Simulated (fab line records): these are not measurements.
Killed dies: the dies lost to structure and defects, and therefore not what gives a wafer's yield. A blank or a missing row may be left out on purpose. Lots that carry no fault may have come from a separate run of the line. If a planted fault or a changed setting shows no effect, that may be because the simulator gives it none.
The tool behind it: which one? | flow n5 finfet | 24 lots with 72 wafers sampled at 2 steps, on a route of 1938 steps

## WHAT EACH GAUGE READ, for each wafer
N5_BEOL_M1_OCD_MEAS_38.
lot  | measured     | on     | trench depth nm (nm)
L074 | day 6 07:25  | ocd-02 | 55.3 54.0 54.4
L075 | day 6 13:15  | ocd-01 | 54.1 55.0 54.9
L076 | day 6 18:31  | ocd-02 | 54.9 55.4 56.4
L078 | day 7 08:06  | ocd-02 | 56.2 56.3 55.4
L077 | day 7 08:14  | ocd-01 | 53.3 55.8 55.0
L079 | day 7 19:44  | ocd-02 | 56.2 54.8 55.6
L080 | day 7 19:49  | ocd-02 | 55.7 56.1 56.8
L081 | day 7 22:31  | ocd-01 | 55.0 55.4 55.5
L082 | day 8 11:07  | ocd-01 | 56.2 55.4 56.6
L083 | day 8 14:35  | ocd-01 | 54.5 54.3 55.2
L084 | day 8 18:38  | ocd-02 | 54.2 55.4 55.7
L085 | day 9 08:14  | ocd-01 | 54.6 54.4 54.6
L086 | day 9 11:25  | ocd-02 | 54.4 54.1 53.8
L087 | day 9 14:49  | ocd-02 | 55.0 54.7 55.5
L088 | day 9 17:23  | ocd-01 | 55.3 55.1 53.9
L089 | day 10 02:47 | ocd-01 | 53.9 55.0 55.6
L091 | day 10 09:51 | ocd-01 | 56.2 55.1 55.0
L090 | day 10 13:12 | ocd-01 | 55.8 54.9 54.7
L092 | day 11 00:40 | ocd-02 | 54.5 54.3 54.6
L093 | day 11 03:38 | ocd-01 | 52.9 55.0 54.4
L094 | day 11 08:36 | ocd-02 | 54.8 55.8 54.8
L095 | day 11 16:41 | ocd-01 | 55.1 56.0 55.6
L096 | day 11 20:15 | ocd-01 | 56.4 55.0 56.3
L097 | day 11 21:51 | ocd-02 | 54.5 55.2 56.2

N5_BEOL_M1_CD_MEAS_35: target cd 18 nm, target cd y 21 nm.
lot  | measured     | on        | cd nm (nm)
L074 | day 6 07:34  | cd sem-03 | 18.0 18.3 17.6
L075 | day 6 13:24  | cd sem-02 | 18.4 18.4 18.3
L076 | day 6 18:40  | cd sem-02 | 18.2 18.5 17.6
L078 | day 7 08:16  | cd sem-02 | 18.1 17.5 17.9
L077 | day 7 08:23  | cd sem-02 | 17.8 17.9 18.3
L079 | day 7 19:53  | cd sem-03 | 17.6 17.8 18.0
L080 | day 7 19:58  | cd sem-02 | 17.9 18.2 17.8
L081 | day 7 22:40  | cd sem-01 | 18.8 18.4 18.7
L082 | day 8 11:17  | cd sem-01 | 17.6 18.1 17.9
L083 | day 8 14:44  | cd sem-03 | 18.1 18.3 18.5
L084 | day 8 18:47  | cd sem-02 | 17.8 17.4 17.7
L085 | day 9 08:23  | cd sem-03 | 17.8 17.7 17.8
L086 | day 9 11:34  | cd sem-02 | 17.5 17.4 18.0
L087 | day 9 14:59  | cd sem-03 | 17.8 18.0 17.6
L088 | day 9 17:32  | cd sem-02 | 17.5 17.5 18.1
L089 | day 10 02:56 | cd sem-02 | 18.0 17.8 17.5
L091 | day 10 10:01 | cd sem-03 | 18.1 18.2 18.4
L090 | day 10 13:21 | cd sem-03 | 18.1 17.7 17.5
L092 | day 11 00:49 | cd sem-03 | 17.8 18.6 18.2
L093 | day 11 03:53 | cd sem-01 | 18.2 18.0 18.6
L094 | day 11 08:45 | cd sem-03 | 18.4 18.0 17.9
L095 | day 11 16:50 | cd sem-03 | 18.3 18.0 18.6
L096 | day 11 20:24 | cd sem-01 | 18.1 18.2 17.7
L097 | day 11 22:01 | cd sem-03 | 17.8 18.1 17.8

## TOOL THAT RAN EACH LOT (tool first, then ch and the chambers of the sampled wafers, then the start)
Record: no process step prior to these readings.

## AS READ BY THE TOOLS THEMSELVES (means over the sampled wafers that have a number; for cases with no such wafer, the mark the record gives instead)
The record holds no such reading with a usual standard deviation.

## THE ANSWER, worked out from the rows above alone
Rule: the usual values come from the lots themselves. The widest of any qualifying gaps counts: lots, ordered by their means at a reading, are off when they make up no more than a third of the lots, leave a main group of 4 or more, and stand apart from it by 3 or more times the standard deviation of that group's means. A main group whose means are all the same, to the digits that the tables above print for the reading, isn't used. A lot without any number at a reading at which 4 lots or more have one is off too. All remaining lots with rows at the step are treated as sound. After the gauges, taken in route order, come the tools' own readings; for these a lot's mean is taken, as printed above. At the first step where some lot is off, the reading lying furthest off is the one used; lots without a number count as furthest.
Nothing can be told from this: no lot is off at any reading shown.

## WHAT WAS PUT IN BY THE SIMULATOR
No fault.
